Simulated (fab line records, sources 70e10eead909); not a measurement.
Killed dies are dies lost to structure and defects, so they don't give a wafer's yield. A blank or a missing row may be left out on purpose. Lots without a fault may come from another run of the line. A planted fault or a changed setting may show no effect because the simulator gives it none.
Problem report in the 8D (eight disciplines) form, filled by code | flow nand_harc | the parts of the form that need people (team, actions taken, sign-off) are left out

1. THE PROBLEM
raw_defect_count at NHARC_P_M1_INSPECT_27 reads a mean of 1032 on 1 wafer of 1 lot; wafers without a fault read 327 with a standard deviation of 120. That is +5.9 standard deviations from the usual mean.
First seen on wafer L137.3, day 8 16:49, on defect_inspect-02. The record holds 33 wafers of 11 lots with a number at this step. Rule for "out", or "out of limits": more than 4 standard deviations from the usual mean. The other wafers with a number count as sound.

2. WHAT IT IS AND WHAT IT IS NOT
question                    | is                | is not
which readings at this step | raw_defect_count  | -
which lots                  | L137              | L127, L128, L129, L140, L143, L144, L146, L148, L149, L150
which wafers of those lots  | L137.3            | L137.5, L137.6
read on which gauges        | defect_inspect-02 | defect_inspect-01
when                        | from day 8 16:49  | up to then (11 sound wafers); but 21 sound wafers of L140, L143, L144, L146, L148, L149, L150 came after

3. SUSPECTS, AND WHAT RULES EACH OUT
Counting: a tool at a process step up to the reading stays a suspect if it ran every lot that is out. Sound lots after the first of them don't rule it out here, since some wafers of a struck lot are sound.
- the gauge at NHARC_P_M1_INSPECT_27: ruled out. All the wafers that are out were read on defect_inspect-02, but those of them that NHARC_P_M2_INSPECT_11 has rows for are out there too, on other tools.
- pecvd-01 at NHARC_P_M0_DEP_32 (deposits SiCN, target thk 30 nm): kept. It ran the lot that is out, L137 (day 8 12:01); its last sound lot up to then is L129 (day 6 13:09).
- rtp_anneal-01 at NHARC_P_M1_ANNEAL_31 (time 90 s): kept. It ran the lot that is out, L137 (day 8 16:05); its last sound lot up to then is L129 (day 6 16:49).
- cmp-03 at NHARC_P_M1_CMP_23 (polishes, t overpolish 20 s, target thk 157.82 nm): kept. It ran the lot that is out, L137 (day 8 16:25); its last sound lot up to then is L129 (day 6 17:13).
- Within pecvd-01 at NHARC_P_M0_DEP_32: the wafers that are out ran in chamber 1; their sound lot-mates ran in chambers 0, 2.
- Within cmp-03 at NHARC_P_M1_CMP_23: the wafers that are out ran in chamber 2; their sound lot-mates ran in chambers 0, 3.
Left after counting: pecvd-01 at NHARC_P_M0_DEP_32, rtp_anneal-01 at NHARC_P_M1_ANNEAL_31, cmp-03 at NHARC_P_M1_CMP_23.

4. THE CAUSE (what the simulator had put in)
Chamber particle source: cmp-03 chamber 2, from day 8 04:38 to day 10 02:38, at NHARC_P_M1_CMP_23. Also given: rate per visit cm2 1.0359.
Counting left 3 suspects, and this tool is among them.

5. THE CHAIN OF EFFECTS, in route order
Each row: a reading whose mean over the struck wafers that have a number lies more than 3 standard deviations from the usual. Only readings for which the record gives a usual standard deviation are gone through. hours: the time from each lot's start at the first step in this table that gives one to its start at this step, as a median over the lots. sigmas: the change in usual standard deviations.
hours | step                  | reading              | usual  | on struck wafers | change | sigmas
0     | NHARC_P_M1_INSPECT_27 | raw_defect_count     | 327    | 1032             | +705   | +5.9
2     | NHARC_P_M2_INSPECT_11 | raw_defect_count     | 4.4    | 658.0            | +653.6 | +99 or more
312   | NHARC_END_SORT_01     | defect_limited_yield | 95.3 % | 40.3             | -55.0  | -32
312   | NHARC_END_SORT_01     | killed_at_periphery  | 3.6    | 391.0            | +387.4 | +99 or more
312   | NHARC_END_SORT_01     | killed_dies          | 32     | 404              | +372   | +31
312   | NHARC_END_SORT_01     | sort_bin_2_pct       | 1.4 %  | 22.6             | +21.2  | +35
312   | NHARC_END_SORT_01     | sort_bin_3_pct       | 0.26 % | 5.17             | +4.91  | +22
312   | NHARC_END_SORT_01     | sort_bin_4_pct       | 3.0 %  | 31.9             | +28.9  | +24
312   | NHARC_END_SORT_01     | sort_n_pass          | 645    | 273              | -372   | -31
312   | NHARC_END_SORT_01     | sort_rim_yield_pct   | 95.8 % | 36.8             | -59.0  | -20
312   | NHARC_END_SORT_01     | sort_yield_pct       | 95.3 % | 40.3             | -55.0  | -32

6. WHAT WOULD HAVE CAUGHT IT SOONER
In this record the first reading out of limits at a measuring or inspecting step was taken at day 8 16:49, 12 hours after the fault began at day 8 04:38.
Of the tool readings at NHARC_P_M1_CMP_23 for which the record gives a usual standard deviation, none was out on any struck wafer, so an alarm limit of 4 standard deviations on them would not have fired.
All the lots that are out (1) had begun NHARC_P_M1_CMP_23 on cmp-03 by day 8 16:49. A hold on the tool at that time would have spared none of them.
